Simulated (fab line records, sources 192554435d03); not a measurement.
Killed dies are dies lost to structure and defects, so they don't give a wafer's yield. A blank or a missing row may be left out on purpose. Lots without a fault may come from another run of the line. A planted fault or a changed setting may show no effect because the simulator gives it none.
fab line records | flow n5_finfet
record lots=10 wafers=29 last_day=17
route steps=1938 shown DUMMY_REMOVAL@382 BEOL_M4@1090 PASSIVATION@1936
lots that met no fault: from a run of the same line without faults
start_h: hours from the record's first day to the start of the lot's first wafer shown | wait_h: hours since the lot's step before | " the same as in the row above | L1.1+2: a row that stands for several wafers | - no value, or no start given | * or withheld: withheld | < > ~ a bound
route shown NAME@n: a module of which the file shows steps, and the number in the route of the first | usual: mean/standard deviation of fault-free wafers | same: alike in all rows | chamber/n: place in a boat | sites: the reading at each site | _std_site: their standard deviation | _edge_site: outer sites' mean less inner sites' | radius_mm: how far each site lies from the wafer's centre | mask NAME#n: copy n | behind: the tool/chamber that last shaped the wafer | hold: why the lot was held/for how many hours/how that ended | device: the transistor (n, p or np) that didn't switch | end of line: the same wafers' tests at the end of the route | a step without rows: its recipe alone | killed: dies lost to structure and defects at the first sort, not the wafer's yield | map: a wafer's dies, x killed, . not, _ none there
set.NAME: the setting as run; set.NAME@STEP: as run at that earlier step | model.NAME: the simulator's own value behind a step, which no gauge read
steps of the route over a sample of lots; a table a step, a row a wafer
services: from which hour (start_h, from the record's first day; less than 0 if before it) a tool's chamber was out of use, for how many hours, and why
## steps
# step N5_DUMMY_REMOVAL_PRECLEAN_08
# recipe chemistry=NF3:NH3 afs_cycles=2 temp_c=30 time_s=20 sublimation_temp_c=180 sublimation_time_s=60 pressure_torr=3 rf_power_w=30
# usual temp_c=30.03/0.095
# same afs_cycles=2
# columns lot.wafer tool chamber start_h wait_h temp_c
L397.2 remote_plasma-02 0 68.70 0.1 30.02
L397.3 " 0 " " 29.93
L397.5 " 0 " " 29.97
L399.1 remote_plasma-01 0 81.42 0.0 29.94
L399.4 " 0 " " 30.10
L399.6 " 0 " " 29.99
L401.1 remote_plasma-02 0 93.16 0.0 30.22
L401.2 " 0 " " 30.11
L405.1 remote_plasma-02 1 119.53 0.0 29.97
L405.3 " 1 " " 30.07
L405.6 " 1 " " 29.92
L409.2 remote_plasma-01 0 143.66 0.1 30.15
L409.4 " 0 " " 30.24
L409.6 " 0 " " 30.05
L416.4 remote_plasma-01 0 184.94 0.1 30.20
L416.5 " 0 " " 30.22
L416.6 " 0 " " 30.09
L417.2 remote_plasma-01 0 192.67 0.1 29.99
L417.3 " 0 " " 30.14
L417.4 " 0 " " 30.10
L418.1 remote_plasma-01 1 196.43 0.0 29.97
L418.4 " 1 " " 29.85
L418.5 " 1 " " 29.80
L419.1 remote_plasma-01 1 203.66 0.0 30.09
L419.2 " 1 " " 30.07
L419.6 " 1 " " 30.00
L420.1 remote_plasma-02 0 210.03 0.0 29.99
L420.3 " 0 " " 30.00
L420.5 " 0 " " 29.92
# step N5_BEOL_M4_SPUTTER_86
# recipe material=Cu target_thk_a=45 temp_c=-20 chamber_pressure_pa=0.07 power_w=withheld time_s=8.29
# usual throttle_valve_pct=30.5/0.85
# columns lot.wafer tool chamber start_h wait_h throttle_valve_pct
L397.2 pvd_sputter-01 - 157.11 0.1 31.4
L397.3 " - " " 29.9
L397.5 " - " " 31.6
L399.1 pvd_sputter-01 - 173.19 0.1 30.3
L399.4 " - " " 31.9
L399.6 " - " " 30.5
L401.1 pvd_sputter-02 - 180.51 0.1 31.5
L401.2 " - " " 29.5
L405.1 pvd_sputter-03 - 205.37 0.1 29.7
L405.3 " - " " 31.4
L405.6 " - " " 31.6
L409.2 pvd_sputter-02 - 228.79 0.1 30.6
L409.4 " - " " 29.4
L409.6 " - " " 30.4
L416.4 pvd_sputter-02 - 265.23 0.1 31.6
L416.5 " - " " 29.9
L416.6 " - " " 30.5
L417.2 pvd_sputter-03 - 285.74 0.1 31.5
L417.3 " - " " 29.7
L417.4 " - " " 29.6
L418.1 pvd_sputter-01 - 289.42 0.1 30.4
L418.4 " - " " 31.6
L418.5 " - " " 31.5
L419.1 pvd_sputter-01 - 293.41 0.1 31.4
L419.2 " - " " 32.0
L419.6 " - " " 30.3
L420.1 pvd_sputter-01 - 295.29 0.1 30.4
L420.3 " - " " 30.6
L420.5 " - " " 31.4
# step N5_BEOL_M4_ANNEAL_89
# recipe temp_c=400 time_s=240 ambient=vacuum
# usual heater_power_w=874/130
# columns lot.wafer tool chamber start_h wait_h heater_power_w
L397.2 pvd_sputter-01 - 157.41 0.0 1096
L397.3 " - " " 633
L397.5 " - " " 1080
L399.1 pvd_sputter-01 - 173.49 0.0 659
L399.4 " - " " 825
L399.6 " - " " 861
L401.1 pvd_sputter-02 - 180.81 0.0 841
L401.2 " - " " 813
L405.1 pvd_sputter-03 - 205.67 0.0 896
L405.3 " - " " 810
L405.6 " - " " 813
L409.2 pvd_sputter-02 - 229.09 0.0 1025
L409.4 " - " " 801
L409.6 " - " " 1042
L416.4 pvd_sputter-02 - 265.53 0.0 816
L416.5 " - " " 1041
L416.6 " - " " 1043
L417.2 pvd_sputter-03 - 286.04 0.0 808
L417.3 " - " " 751
L417.4 " - " " 895
L418.1 pvd_sputter-01 - 289.72 0.0 849
L418.4 " - " " 803
L418.5 " - " " 1088
L419.1 pvd_sputter-01 - 293.71 0.0 1092
L419.2 " - " " 838
L419.6 " - " " 653
L420.1 pvd_sputter-01 - 295.59 0.0 639
L420.3 " - " " 841
L420.5 " - " " 1089
# step N5_BEOL_M4_SPUTTER_94
# recipe material=Cu target_thk_a=45 temp_c=-20 chamber_pressure_pa=0.07 power_w=withheld time_s=8.29
# usual throttle_valve_pct=30.5/0.83
# columns lot.wafer tool chamber start_h wait_h throttle_valve_pct
L397.2 pvd_sputter-01 - 157.99 0.1 31.5
L397.3 " - " " 30.3
L397.5 " - " " 31.4
L399.1 pvd_sputter-01 - 174.07 0.1 30.0
L399.4 " - " " 32.2
L399.6 " - " " 30.2
L401.1 pvd_sputter-02 - 181.39 0.1 31.3
L401.2 " - " " 29.3
L405.1 pvd_sputter-03 - 206.25 0.1 29.6
L405.3 " - " " 31.5
L405.6 " - " " 31.1
L409.2 pvd_sputter-02 - 229.67 0.1 30.6
L409.4 " - " " 29.6
L409.6 " - " " 30.7
L416.4 pvd_sputter-02 - 266.11 0.1 31.3
L416.5 " - " " 29.9
L416.6 " - " " 30.7
L417.2 pvd_sputter-03 - 286.62 0.1 31.1
L417.3 " - " " 29.9
L417.4 " - " " 29.7
L418.1 pvd_sputter-01 - 290.30 0.1 30.4
L418.4 " - " " 31.9
L418.5 " - " " 31.4
L419.1 pvd_sputter-01 - 294.29 0.1 31.5
L419.2 " - " " 31.9
L419.6 " - " " 30.0
L420.1 pvd_sputter-01 - 296.17 0.1 30.3
L420.3 " - " " 30.4
L420.5 " - " " 31.4
# step N5_BEOL_M4_RC_MEAS_101
# usual DIBL_N=36.3/1.7 DIBL_P=36.5/1.8 EOT_N=10.52/0.089 EOT_P=10.47/0.093 IGATE_N=0.0125/0.0018 IGATE_P=0.0037/0.00053 IOFF_N=0.16/0.033 IOFF_N_85C=3.2/0.53 IOFF_N_LIN=0.076/0.012 IOFF_P=0.21/0.037 IOFF_P_85C=3.7/0.52 IOFF_P_LIN=0.101/0.014 ION_N=675/11 ION_P=462/7.9 SS_N=71.6/0.64 SS_P=73.3/0.68 VT_N=249/3.3 VT_P=-250/3.3 VT_P_LVT=-98.3/2.7
# columns lot.wafer tool chamber start_h wait_h DIBL_N[mV/V] DIBL_P[mV/V] EOT_N EOT_P IGATE_N[nA/um] IGATE_P[nA/um] IOFF_N[nA/um] IOFF_N_85C[nA/um] IOFF_N_LIN[nA/um] IOFF_P[nA/um] IOFF_P_85C[nA/um] IOFF_P_LIN[nA/um] ION_N[uA/um] ION_P[uA/um] SS_N[mV/dec] SS_P[mV/dec] VT_N[mV] VT_P[mV] VT_P_LVT[mV]
L397.2 prober-01 0 159.47 0.2 35.4 36.0 10.53 10.62 0.0098 0.0029 0.14 2.8 0.068 0.19 3.3 0.090 666 457 71.4 73.2 253 -255 -97.3
L397.3 " 0 " " 35.3 36.6 10.56 10.50 0.0127 0.0038 0.15 3.0 0.074 0.20 3.4 0.094 684 469 71.6 73.9 249 -252 -97.6
L397.5 " 0 " " 34.9 36.1 10.59 10.61 0.0105 0.0031 0.15 2.9 0.071 0.19 3.4 0.093 678 466 71.6 73.7 253 -252 -97.4
L399.1 prober-01 0 175.39 0.0 37.0 37.9 10.51 10.63 0.0113 0.0035 0.16 3.0 0.071 0.23 3.8 0.103 674 464 71.5 73.7 249 -251 -98.4
L399.4 " 0 " " 35.9 36.4 10.39 10.61 0.0127 0.0039 0.14 2.8 0.066 0.22 3.7 0.102 669 461 71.1 73.5 251 -250 -98.8
L399.6 " 0 " " 36.4 36.4 10.44 10.38 0.0141 0.0043 0.14 2.8 0.066 0.21 3.6 0.100 675 471 71.3 73.1 251 -250 -98.1
L401.1 prober-01 0 182.71 0.0 47.3 48.4 15.14 14.87 0.0001 0.0000 0.40 6.6 0.191 0.56 8.2 0.269 617 427 74.0 75.5 238 -237 -86.1
L401.2 " 0 " " 38.2 38.6 10.56 10.44 0.0129 0.0038 0.19 3.6 0.086 0.26 4.3 0.119 682 470 71.9 74.6 245 -246 -96.4
L405.1 prober-02 0 207.58 0.0 48.3 51.0 15.16 15.15 0.0001 0.0000 0.48 7.6 0.210 0.60 8.8 0.273 605 424 74.2 76.1 240 -236 -87.6
L405.3 " 0 " " 35.1 34.8 10.35 10.34 0.0124 0.0037 0.14 2.7 0.063 0.18 3.2 0.090 658 445 71.9 72.8 254 -251 -102.4
L405.6 " 0 " " 43.1 46.0 14.92 14.83 0.0001 0.0000 0.30 5.2 0.151 0.41 6.4 0.211 602 421 72.5 74.7 244 -243 -91.8
L409.2 prober-02 0 231.18 0.2 37.2 37.8 10.50 10.40 0.0124 0.0037 0.19 3.7 0.088 0.25 4.2 0.117 685 472 72.0 72.9 246 -244 -95.3
L409.4 " 0 " " 37.7 39.0 10.61 10.59 0.0108 0.0032 0.19 3.8 0.089 0.27 4.5 0.123 675 466 72.6 73.8 246 -247 -94.6
L409.6 " 0 " " 35.5 36.4 10.56 10.44 0.0119 0.0036 0.16 3.2 0.076 0.23 3.9 0.109 683 475 71.1 73.1 249 -248 -96.4
L416.4 prober-01 0 267.91 0.5 37.3 36.6 10.47 10.41 0.0123 0.0037 0.16 3.0 0.071 0.23 4.1 0.112 678 472 71.4 72.5 254 -245 -96.5
L416.5 " 0 " " 36.3 35.8 10.55 10.49 0.0126 0.0038 0.15 2.9 0.069 0.22 3.9 0.109 662 460 71.4 73.4 253 -248 -98.3
L416.6 " 0 " " 37.3 36.4 10.59 10.52 0.0123 0.0037 0.17 3.2 0.077 0.23 4.0 0.111 667 464 71.9 73.5 249 -247 -97.1
L417.2 prober-02 0 288.09 0.2 33.4 33.1 10.51 10.32 0.0143 0.0041 0.13 2.7 0.066 0.17 3.0 0.083 682 465 71.4 72.7 251 -254 -102.0
L417.3 " 0 " " 35.3 34.8 10.60 10.53 0.0119 0.0034 0.16 3.2 0.073 0.19 3.4 0.093 677 462 71.3 73.6 247 -251 -99.0
L417.4 " 0 " " 34.3 33.9 10.65 10.53 0.0119 0.0034 0.14 2.9 0.070 0.18 3.2 0.088 672 459 71.9 73.2 250 -252 -101.2
L418.1 prober-02 0 291.64 0.0 40.0 40.9 10.48 10.28 0.0153 0.0045 0.28 4.9 0.118 0.27 4.6 0.118 717 475 72.9 74.6 241 -250 -95.5
L418.4 " 0 " " 38.2 38.7 10.61 10.47 0.0130 0.0038 0.23 4.2 0.100 0.24 4.0 0.105 695 461 73.1 74.5 242 -249 -96.4
L418.5 " 0 " " 37.6 37.9 10.53 10.46 0.0134 0.0039 0.21 3.9 0.091 0.22 3.7 0.099 687 459 71.7 73.4 245 -251 -97.0
L420.1 prober-01 0 298.10 0.0 33.2 33.6 10.56 10.41 0.0115 0.0033 0.12 2.5 0.060 0.16 2.8 0.079 669 452 71.2 72.4 252 -256 -101.1
L420.3 " 0 " " 36.3 37.7 10.64 10.54 0.0113 0.0033 0.18 3.4 0.081 0.21 3.6 0.099 678 461 71.9 74.4 248 -250 -97.8
L420.5 " 0 " " 36.8 38.6 10.69 10.48 0.0115 0.0033 0.19 3.6 0.084 0.22 3.8 0.101 677 458 72.1 74.3 246 -253 -97.0
L419.1 prober-02 0 298.18 0.0 36.2 35.1 10.58 10.67 0.0094 0.0028 0.14 2.7 0.064 0.17 3.0 0.082 662 447 71.2 73.8 253 -251 -100.4
L419.2 " 0 " " 37.3 36.3 10.49 10.66 0.0095 0.0028 0.16 3.1 0.076 0.18 3.3 0.088 677 458 72.1 73.9 249 -254 -99.0
L419.6 " 0 " " 37.5 37.0 10.45 10.60 0.0105 0.0031 0.16 3.1 0.074 0.20 3.6 0.094 673 458 71.5 74.2 247 -253 -98.5
# step N5_PASSIVATION_PROBE_49
# usual defect_limited_yield=91.3/1.5 killed_at_M0_to_M3=34/9.4 killed_at_M4_up=13/5.3 killed_at_contacts=13/5.7 killed_at_front_end=40/10 killed_at_other=3.7/2.8 killed_dies=103/17 killed_open=67/13 killed_short=35/8.5 sort_bin_4_leakage=0.00/0.016 sort_bin_5_function=5.0/0.98 sort_bin_6_memory=3.3/0.7 sort_bin_8_speed=0.00/0.007 sort_n_pass=1077/17 sort_yield_pct=91.3/1.5
# same gross_dies=1180 killed_at_back_side=0
# columns lot.wafer tool chamber start_h wait_h defect_limited_yield[%] killed_at_M0_to_M3 killed_at_M4_up killed_at_contacts killed_at_front_end killed_at_other killed_dies killed_open killed_short sort_bin_4_leakage[%] sort_bin_5_function[%] sort_bin_6_memory[%] sort_bin_8_speed[%] sort_n_pass sort_yield_pct[%]
L397.2 prober-01 - 261.56 0.1 91.4 27 12 12 47 3 101 69 32 0 4.7 3.4 0 1079 91.4
L397.3 prober-01 - 261.61 0.1 92.3 26 12 14 38 1 91 55 33 0 4.2 2.9 0 1089 92.3
L397.5 prober-01 - 261.71 0.2 91.3 28 22 12 39 2 103 70 33 0 4.3 4.3 0 1077 91.3
L399.1 prober-02 - 272.68 0.0 90.1 41 11 14 51 0 117 69 47 0 5.7 3.7 0 1063 90.1
L399.4 prober-02 - 272.83 0.2 93.0 26 10 13 33 1 83 57 24 0 4.2 2.5 0 1097 93.0
L399.6 prober-02 - 272.93 0.3 93.5 37 8 9 19 4 77 51 24 0 3.6 2.8 0 1103 93.5
L401.1 prober-02 - 289.91 0.0 91.3 40 9 7 38 9 103 67 35 22.71 5.1 3.4 62.29 74 6.3
L401.2 prober-02 - 289.96 0.1 90.0 31 14 15 51 7 118 69 47 0 6.0 3.1 0 1062 90.0
L405.1 prober-01 - 316.04 0.0 91.2 18 14 9 60 3 104 66 37 57.97 4.8 3.5 32.97 3 0.3
L405.3 prober-01 - 316.14 0.1 91.9 27 30 12 22 4 95 69 22 0 4.6 3.2 0 1085 91.9
L405.6 prober-01 - 316.29 0.3 89.6 36 12 14 55 6 123 71 50 1.02 5.5 4.6 88.47 1 0.1
L409.2 prober-01 - 332.62 0.1 88.7 32 13 38 50 0 133 78 52 0 6.0 4.9 0 1047 88.7
L409.4 prober-01 - 332.72 0.2 90.8 33 14 25 36 1 109 67 36 0 5.7 3.4 0 1071 90.8
L409.6 prober-01 - 332.82 0.3 90.7 40 17 22 28 3 110 76 26 0 5.7 3.1 0 1070 90.7
L416.4 prober-02 - 369.93 0.2 94.0 28 6 12 21 4 71 49 22 0 3.6 2.2 0 1109 94.0
L416.5 prober-02 - 369.98 0.2 90.7 34 14 11 45 6 110 77 32 0 5.9 3.1 0 1070 90.7
L416.6 prober-02 - 370.03 0.3 92.9 29 2 8 41 4 84 47 36 0 4.3 2.5 0 1096 92.9
L417.2 prober-01 - 386.92 0.1 93.1 17 16 15 34 0 82 51 31 0 4.2 2.8 0 1098 93.1
L417.3 prober-01 - 386.97 0.1 93.0 26 10 16 31 0 83 46 37 0 4.5 2.4 0 1097 93.0
L417.4 prober-01 - 387.02 0.2 94.2 13 8 7 38 2 68 48 18 0 3.6 2.0 0 1112 94.2
L419.1 prober-01 - 392.89 0.0 89.2 28 11 19 65 5 128 87 34 0 5.9 4.1 0 1052 89.2
L419.2 prober-01 - 392.94 0.1 91.8 27 13 11 43 3 97 65 31 0 4.2 3.5 0 1083 91.8
L419.6 prober-01 - 393.14 0.3 92.5 18 3 13 51 3 88 57 31 0 5.0 2.4 0 1092 92.5
L418.1 prober-01 - 397.51 0.0 90.1 53 9 14 40 1 117 71 46 0.17 5.7 3.6 0 1061 89.9
L418.4 prober-01 - 397.66 0.2 90.6 32 9 28 40 2 111 75 35 0 5.6 3.3 0 1069 90.6
L418.5 prober-01 - 397.71 0.2 90.9 33 10 12 51 1 107 69 38 0 5.8 2.5 0 1073 90.9
L420.1 prober-01 - 402.83 0.0 91.6 20 10 12 56 1 99 65 33 0 3.4 4.9 0 1081 91.6
L420.3 prober-01 - 402.93 0.1 88.1 37 23 16 60 4 140 88 51 0 7.7 3.7 0 1040 88.1
L420.5 prober-01 - 403.03 0.2 91.3 25 16 9 50 3 103 64 38 0 4.5 3.6 0 1077 91.3
# killed by level:class
L397.2 FIN_SAQP:geometric_particle:open=19 MOL_CONTACT_COAG:geometric_particle:open=9 FIN_SAQP:geometric_particle:short=7 BEOL_M2:geometric_particle:open=6 BEOL_M3:geometric_particle:open=5 SPACER0:geometric_particle:open=4 BEOL_M0_SAQP:geometric_particle:open=4 BEOL_M0_SAQP:geometric_particle:short=4
L397.3 MOL_CONTACT_COAG:geometric_particle:open=13 FIN_SAQP:geometric_particle:open=10 FIN_SAQP:geometric_particle:short=8 BEOL_M0_SAQP:geometric_particle:short=6 BEOL_M2:geometric_particle:open=6 BEOL_M4:geometric_particle:open=6 BEOL_M1:geometric_particle:open=4 BEOL_M3:geometric_particle:open=4
L397.5 BEOL_M4:geometric_particle:open=16 FIN_SAQP:geometric_particle:short=10 BEOL_M2:geometric_particle:open=9 MOL_CONTACT_COAG:geometric_particle:open=7 FIN_SAQP:geometric_particle:open=6 STARTING-WAFER:geometric_particle:open=6 MOL_CONTACT_COAG:geometric_particle:short=5 BEOL_M0_SAQP:geometric_particle:open=5
L399.1 STI_FIN_REVEAL:geometric_particle:open=13 MOL_CONTACT_COAG:geometric_particle:open=10 BEOL_M1:geometric_particle:short=9 BEOL_M3:geometric_particle:open=9 BEOL_M0_SAQP:geometric_particle:short=8 FIN_SAQP:geometric_particle:short=7 GATE_CUT:geometric_particle:short=7 FIN_SAQP:geometric_particle:open=6
L399.4 BEOL_M1:geometric_particle:open=10 MOL_CONTACT_COAG:geometric_particle:open=9 GATE_CUT:geometric_particle:open=5 BEOL_M2:geometric_particle:open=5 STARTING-WAFER:geometric_particle:open=5 GATE_CUT:geometric_particle:short=4 MOL_CONTACT_COAG:geometric_particle:short=4 BEOL_M0_SAQP:geometric_particle:open=4
L399.6 BEOL_M0_SAQP:geometric_particle:short=8 BEOL_M1:geometric_particle:open=8 MOL_CONTACT_COAG:geometric_particle:open=7 BEOL_M2:geometric_particle:open=6 BEOL_M3:geometric_particle:open=6 BEOL_M3:geometric_particle:short=4 STI_FIN_REVEAL:geometric_particle:open=3 ILD0:geometric_particle:short=3
L401.1 FIN_SAQP:geometric_particle:open=16 BEOL_M0_SAQP:geometric_particle:open=10 BEOL_M2:geometric_particle:open=9 FIN_SAQP:geometric_particle:short=7 BEOL_M2:geometric_particle:short=7 BEOL_M1:geometric_particle:open=6 MOL_CONTACT_COAG:geometric_particle:open=5 BEOL_M0_SAQP:geometric_particle:short=5
L401.2 FIN_SAQP:geometric_particle:open=12 BEOL_M0_SAQP:geometric_particle:open=12 FIN_SAQP:geometric_particle:short=11 BEOL_M0_SAQP:geometric_particle:short=11 MOL_CONTACT_COAG:geometric_particle:open=10 BEOL_M4:geometric_particle:open=9 STI_FIN_REVEAL:geometric_particle:open=7 MOL_CONTACT_COAG:geometric_particle:short=5
L405.1 FIN_SAQP:geometric_particle:short=13 FIN_SAQP:geometric_particle:open=10 STI_FIN_REVEAL:geometric_particle:open=7 ILD0:geometric_particle:open=7 MOL_CONTACT_COAG:geometric_particle:open=7 BEOL_M4:geometric_particle:open=6 STARTING-WAFER:geometric_particle:open=6 BEOL_M3:geometric_particle:open=5
L405.3 BEOL_M4:geometric_particle:open=14 MOL_CONTACT_COAG:geometric_particle:open=10 BEOL_M1:geometric_particle:open=7 BEOL_M2:geometric_particle:open=6 FIN_SAQP:geometric_particle:short=5 BEOL_M3:geometric_particle:open=5 STI_FIN_REVEAL:geometric_particle:open=4 BEOL_M0:geometric_particle:open=4
L405.6 FIN_SAQP:geometric_particle:short=24 FIN_SAQP:geometric_particle:open=13 MOL_CONTACT_COAG:geometric_particle:open=11 BEOL_M3:geometric_particle:open=10 BEOL_M0_SAQP:geometric_particle:short=6 BEOL_M0_SAQP:geometric_particle:open=5 DUMMY_GATE:geometric_particle:open=5 BEOL_M1:geometric_particle:open=5
L409.2 MOL_CONTACT_COAG:geometric_particle:open=31 FIN_SAQP:geometric_particle:short=13 STI_FIN_REVEAL:geometric_particle:open=10 BEOL_M3:geometric_particle:open=10 MOL_CONTACT_COAG:geometric_particle:short=7 STARTING-WAFER:geometric_particle:short=7 BEOL_M2:geometric_particle:open=5 STI_FIN_REVEAL:geometric_particle:short=4
L409.4 MOL_CONTACT_COAG:geometric_particle:open=20 BEOL_M2:geometric_particle:open=9 BEOL_M0_SAQP:geometric_particle:short=8 STI_FIN_REVEAL:geometric_particle:open=7 FIN_SAQP:geometric_particle:short=5 MOL_CONTACT_COAG:geometric_particle:short=5 BEOL_M3:geometric_particle:open=5 FIN_SAQP:geometric_particle:open=4
L409.6 MOL_CONTACT_COAG:geometric_particle:open=18 BEOL_M3:geometric_particle:open=12 BEOL_M0_SAQP:geometric_particle:open=10 HKMG_FIN:area_etch=6 FIN_SAQP:geometric_particle:open=4 GATE_CUT:geometric_particle:open=4 MOL_CONTACT_COAG:geometric_particle:short=4 BEOL_M1:geometric_particle:open=4
L416.4 MOL_CONTACT_COAG:geometric_particle:open=10 BEOL_M3:geometric_particle:open=8 BEOL_M2:geometric_particle:open=5 DUMMY_GATE:geometric_particle:open=4 BEOL_M0_SAQP:geometric_particle:short=4 STI_FIN_REVEAL:geometric_particle:open=3 DUMMY_GATE:geometric_particle:short=3 BEOL_M0_SAQP:geometric_particle:open=3
L416.5 STI_FIN_REVEAL:geometric_particle:open=15 BEOL_M2:geometric_particle:open=9 MOL_CONTACT_COAG:geometric_particle:open=8 FIN_SAQP:geometric_particle:open=7 BEOL_M4:geometric_particle:short=5 BEOL_M0_SAQP:geometric_particle:open=5 BEOL_M1:geometric_particle:open=5 GATE_CUT:geometric_particle:open=4
L416.6 FIN_SAQP:geometric_particle:open=7 MOL_CONTACT_COAG:geometric_particle:open=7 STI_FIN_REVEAL:geometric_particle:open=7 BEOL_M0_SAQP:geometric_particle:short=7 BEOL_M3:geometric_particle:open=6 BEOL_M3:geometric_particle:short=6 STARTING-WAFER:geometric_particle:short=6 FIN_SAQP:geometric_particle:short=4
L417.2 MOL_CONTACT_COAG:geometric_particle:open=11 FIN_SAQP:geometric_particle:open=10 BEOL_M4:geometric_particle:open=8 BEOL_M3:geometric_particle:open=7 BEOL_M3:geometric_particle:short=5 GATE_CUT:geometric_particle:short=4 MOL_CONTACT_COAG:geometric_particle:short=4 BEOL_M4:geometric_particle:short=4
L417.3 MOL_CONTACT_COAG:geometric_particle:open=9 BEOL_M0_SAQP:geometric_particle:short=9 MOL_CONTACT_COAG:geometric_particle:short=7 STARTING-WAFER:geometric_particle:short=7 BEOL_M0_SAQP:geometric_particle:open=6 BEOL_M1:geometric_particle:open=6 DUMMY_GATE:geometric_particle:open=5 FIN_SAQP:geometric_particle:short=4
L417.4 FIN_SAQP:geometric_particle:open=8 MOL_CONTACT_COAG:geometric_particle:open=7 FIN_SAQP:geometric_particle:short=6 GATE_CUT:geometric_particle:open=6 BEOL_M2:geometric_particle:open=6 BEOL_M4:geometric_particle:open=5 GATE_CUT:geometric_particle:short=4 STI_FIN_REVEAL:geometric_particle:open=3
L419.1 MOL_CONTACT_COAG:geometric_particle:open=16 STI_FIN_REVEAL:geometric_particle:open=15 BEOL_M1:geometric_particle:open=12 FIN_SAQP:geometric_particle:open=9 FIN_SAQP:geometric_particle:short=8 HKMG_FIN:area_etch=6 GATE_CUT:geometric_particle:short=5 BEOL_M3:geometric_particle:open=5
L419.2 FIN_SAQP:geometric_particle:open=13 BEOL_M3:geometric_particle:open=9 MOL_CONTACT_COAG:geometric_particle:open=8 STI_FIN_REVEAL:geometric_particle:open=7 FIN_SAQP:geometric_particle:short=5 BEOL_M0_SAQP:geometric_particle:open=4 BEOL_M1:geometric_particle:open=4 BEOL_M2:geometric_particle:open=4
L419.6 FIN_SAQP:geometric_particle:open=13 MOL_CONTACT_COAG:geometric_particle:open=11 FIN_SAQP:geometric_particle:short=10 GATE_CUT:geometric_particle:short=6 BEOL_M2:geometric_particle:open=6 BEOL_M3:geometric_particle:open=6 DUMMY_GATE:geometric_particle:open=4 STI_FIN_REVEAL:geometric_particle:open=3
L418.1 BEOL_M0_SAQP:geometric_particle:open=23 BEOL_M0_SAQP:geometric_particle:short=16 FIN_SAQP:geometric_particle:open=11 MOL_CONTACT_COAG:geometric_particle:open=11 FIN_SAQP:geometric_particle:short=9 BEOL_M3:geometric_particle:open=7 STI_FIN_REVEAL:geometric_particle:open=5 BEOL_M4:geometric_particle:open=5
L418.4 MOL_CONTACT_COAG:geometric_particle:open=24 FIN_SAQP:geometric_particle:open=20 BEOL_M0_SAQP:geometric_particle:open=10 FIN_SAQP:geometric_particle:short=9 BEOL_M0_SAQP:geometric_particle:short=7 BEOL_M2:geometric_particle:open=6 MOL_CONTACT_COAG:geometric_particle:short=4 BEOL_M0:geometric_particle:short=4
L418.5 FIN_SAQP:geometric_particle:open=13 BEOL_M3:geometric_particle:open=11 FIN_SAQP:geometric_particle:short=10 MOL_CONTACT_COAG:geometric_particle:open=9 BEOL_M0_SAQP:geometric_particle:open=8 BEOL_M0_SAQP:geometric_particle:short=5 STI_FIN_REVEAL:geometric_particle:open=4 DUMMY_GATE:geometric_particle:open=4
L420.1 FIN_SAQP:geometric_particle:short=14 FIN_SAQP:geometric_particle:open=10 MOL_CONTACT_COAG:geometric_particle:open=10 GATE_CUT:geometric_particle:open=8 BEOL_M3:geometric_particle:open=7 STI_FIN_REVEAL:geometric_particle:open=5 BEOL_M2:geometric_particle:open=5 BEOL_M4:geometric_particle:open=5
L420.3 BEOL_M2:geometric_particle:open=20 FIN_SAQP:geometric_particle:short=15 MOL_CONTACT_COAG:geometric_particle:open=13 BEOL_M4:geometric_particle:open=10 STI_FIN_REVEAL:geometric_particle:open=8 GATE_CUT:geometric_particle:short=8 GATE_CUT:geometric_particle:open=8 FIN_SAQP:geometric_particle:open=4
L420.5 FIN_SAQP:geometric_particle:short=11 DUMMY_GATE:geometric_particle:open=9 BEOL_M2:geometric_particle:open=8 BEOL_M4:geometric_particle:open=7 MOL_CONTACT_COAG:geometric_particle:open=7 BEOL_M1:geometric_particle:open=7 GATE_CUT:geometric_particle:short=6 GATE_CUT:geometric_particle:open=5
## services
# columns tool chamber start_h hours kind
remote_plasma-02 - 107.75 0.2 repair
pvd_sputter-03 - 121.68 0.6 repair
pvd_sputter-02 - 124.42 3.5 repair
pvd_sputter-03 - 278.15 5.5 repair
pvd_sputter-02 - 294.67 5.9 repair
## key
first_sign step=N5_BEOL_M4_RC_MEAS_101 reading=EOT_N direction=up sigmas=51 usual=10.52 struck=15.07
effect step=N5_BEOL_M4_RC_MEAS_101 reading=EOT_P direction=up sigmas=48 usual=10.47 struck=14.95
effect step=N5_BEOL_M4_RC_MEAS_101 reading=IOFF_P_LIN direction=up sigmas=11 usual=0.101 struck=0.251
effect step=N5_BEOL_M4_RC_MEAS_101 reading=IOFF_N_LIN direction=up sigmas=8.9 usual=0.076 struck=0.184
effect step=N5_BEOL_M4_RC_MEAS_101 reading=IOFF_P direction=up sigmas=8.4 usual=0.21 struck=0.52
effect step=N5_BEOL_M4_RC_MEAS_101 reading=IOFF_P_85C direction=up sigmas=8 usual=3.7 struck=7.8
effect step=N5_BEOL_M4_RC_MEAS_101 reading=IGATE_N direction=down sigmas=7.1 usual=0.0125 struck=0.0001
effect step=N5_BEOL_M4_RC_MEAS_101 reading=IGATE_P direction=down sigmas=7 usual=0.0037 struck=0.0000
effect step=N5_BEOL_M4_RC_MEAS_101 reading=IOFF_N direction=up sigmas=7 usual=0.16 struck=0.39
effect step=N5_BEOL_M4_RC_MEAS_101 reading=DIBL_P direction=up sigmas=6.5 usual=36.5 struck=48.5
effect step=N5_BEOL_M4_RC_MEAS_101 reading=IOFF_N_85C direction=up sigmas=6.2 usual=3.2 struck=6.5
effect step=N5_BEOL_M4_RC_MEAS_101 reading=DIBL_N direction=up sigmas=5.9 usual=36.3 struck=46.2
effect step=N5_PASSIVATION_PROBE_49 reading=sort_bin_8_speed direction=up sigmas=99+ usual=0.00 struck=61.24
met_at N5_DUMMY_REMOVAL_PRECLEAN_08
struck_lots L401,L405
struck_wafers L401.1,L405.1,L405.6
not_acting_at N5_BEOL_M4_SPUTTER_86,N5_BEOL_M4_ANNEAL_89,N5_BEOL_M4_SPUTTER_94
onset_between 68.70 93.16
fault kind=process_parameter_drift tool=remote_plasma-02 chamber=- onset_h=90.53 steps=N5_DUMMY_REMOVAL_PRECLEAN_08 channel=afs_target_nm offset=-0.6 shape=step end_h=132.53 scope=struck_wafers_only acts_in=these_recipes_only stated=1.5
